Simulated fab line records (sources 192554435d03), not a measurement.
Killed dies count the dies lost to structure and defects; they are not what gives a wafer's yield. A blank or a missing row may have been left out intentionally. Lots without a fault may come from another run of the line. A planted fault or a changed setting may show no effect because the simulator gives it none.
Lot-split experiment -- flow n5_finfet -- 7 lots, 39 wafers read, on a route of 1938 steps

## SPLIT DETAILS
At N5_SD_EPI_N_EPI_21 (deposits Si:P, time 690 s), the setting epi_growth_time_s was moved away from the recipe's 690 s on 12 of the 39 wafers read, by -58.1% to -19.2%. All remaining wafers had this setting at the recipe value.

The split's own step is where the reading is taken.

## THE READING
Si-P_of_SD_EPI_N_EPI_21.thk_nm (the simulator's own value, which no gauge read), in nm, at N5_SD_EPI_N_EPI_21 (deposits Si:P, time 690 s). The file does not state a usual value for it. Average 59.4 nm, standard deviation 1.1 nm, over the 27 wafers here run with the recipe.

wafer,"tool, chamber at the split","epi_growth_time_s as run, s",against the recipe,"Si-P_of_SD_EPI_N_EPI_21.thk_nm, nm",against lot-mates on the recipe
L076.1,"epi_rpcvd-03, 0",289.4,-58.1%,27,-33.3
L076.5,"epi_rpcvd-03, 0",289.4,-58.1%,27,-33.3
L076.2,"epi_rpcvd-03, 0",690,recipe,60.4,-
L076.3,"epi_rpcvd-03, 0",289.4,-58.1%,27.2,-33.1
L076.4,"epi_rpcvd-03, 0",690,recipe,60,-
L076.6,"epi_rpcvd-03, 0",690,recipe,60.6,-
L078.1,"epi_rpcvd-01, 0",690,recipe,61,-
L078.5,"epi_rpcvd-01, 0",690,recipe,61,-
L078.6,"epi_rpcvd-01, 0",690,recipe,61,-
L078.2,"epi_rpcvd-01, 0",690,recipe,60.8,-
L078.3,"epi_rpcvd-01, 0",690,recipe,60.4,-
L078.4,"epi_rpcvd-01, 0",690,recipe,60.6,-
L085.1,"epi_rpcvd-02, 0",690,recipe,58.4,-
L085.2,"epi_rpcvd-02, 0",690,recipe,57.8,-
L085.4,"epi_rpcvd-02, 0",690,recipe,57.8,-
L085.5,"epi_rpcvd-02, 0",690,recipe,57.8,-
L085.3,"epi_rpcvd-02, 0",690,recipe,58.8,-
L085.6,"epi_rpcvd-02, 0",690,recipe,58,-
L089.1,"epi_rpcvd-03, 0",690,recipe,58.6,-
L089.2,"epi_rpcvd-03, 0",557.4,-19.2%,50.2,-8.3
L089.3,"epi_rpcvd-03, 0",557.4,-19.2%,50.4,-8.1
L089.4,"epi_rpcvd-03, 0",690,recipe,59.2,-
L089.5,"epi_rpcvd-03, 0",690,recipe,57.8,-
L089.6,"epi_rpcvd-03, 0",557.4,-19.2%,51.2,-7.3
L093.1,"epi_rpcvd-03, 0",464,-32.8%,43.2,-16.5
L093.2,"epi_rpcvd-03, 0",464,-32.8%,43.2,-16.5
L093.5,"epi_rpcvd-03, 0",464,-32.8%,43.2,-16.5
L093.3,"epi_rpcvd-03, 0",690,recipe,59.6,-
L093.4,"epi_rpcvd-03, 0",690,recipe,60,-
L093.6,"epi_rpcvd-03, 0",690,recipe,59.4,-
L094.1,"epi_rpcvd-02, 0",690,recipe,59.4,-
L094.4,"epi_rpcvd-02, 0",690,recipe,59.4,-
L094.2,"epi_rpcvd-02, 0",538.1,-22.0%,50.2,-9.1
L094.3,"epi_rpcvd-02, 0",538.1,-22.0%,50.4,-8.9
L094.5,"epi_rpcvd-02, 0",690,recipe,59.2,-
L094.6,"epi_rpcvd-02, 0",538.1,-22.0%,49.4,-9.9
L096.1,"epi_rpcvd-01, 0",690,recipe,59.6,-
L096.2,"epi_rpcvd-01, 0",690,recipe,59.2,-
L096.5,"epi_rpcvd-01, 0",690,recipe,58.8,-

THE FIT
A straight line over all 39 wafers: Si-P_of_SD_EPI_N_EPI_21.thk_nm changes by +0.533 nm for each +1% of epi_growth_time_s; r = +0.99; the points scatter about the line by 1.3 nm.
The same after taking each lot's own level away (the mean of its wafers on the recipe; 39 wafers): +0.543 nm for each +1%; r = +0.99; scatter 1.2 nm.
The reading moves by 32 nm for the largest change in epi_growth_time_s, on that fit.
Across the lots, their own levels run from 58.10 to 60.80 nm, a range of 2.6 times the standard deviation given above.
So the lot-to-lot level changes the slope little: the two slopes agree.
Check: with one of the wafers moved furthest among these (-58.1%) left out of the fit, the line predicts -30.6 nm for it against its lot-mates. Against them it came out at -33.3 nm.

## FURTHER SPLITS ON THESE WAFERS
Note: prior to the reading, these wafers also went through further splits. Each is held against what the fit with the lots' levels taken away leaves over:
other split on the same wafers,wafers away from the commonest value,r with Si-P_of_SD_EPI_N_EPI_21.thk_nm (lot level and that fit taken away)
N5_FIN_SAQP_PECVD_06 time_s,15,+0.08

## THE WHOLE CHAIN: every reading that the file lists as answering this split, in the file's order
step,what it does,reading,change (the file's fit),r (the file's)
N5_SD_EPI_N_EPI_21,"deposits Si:P, time 690 s","Si-P_of_SD_EPI_N_EPI_21.thk_nm (the simulator's own value, which no gauge read)",+0.534 nm for each +1% of the setting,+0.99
N5_SD_EPI_N_EPI_MEAS_23,,thk_nm,withheld for each +1% of the setting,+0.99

## THE FILE'S OWN FIT
Si-P_of_SD_EPI_N_EPI_21.thk_nm changes by +0.534 nm for each +1% of epi_growth_time_s, r = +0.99.
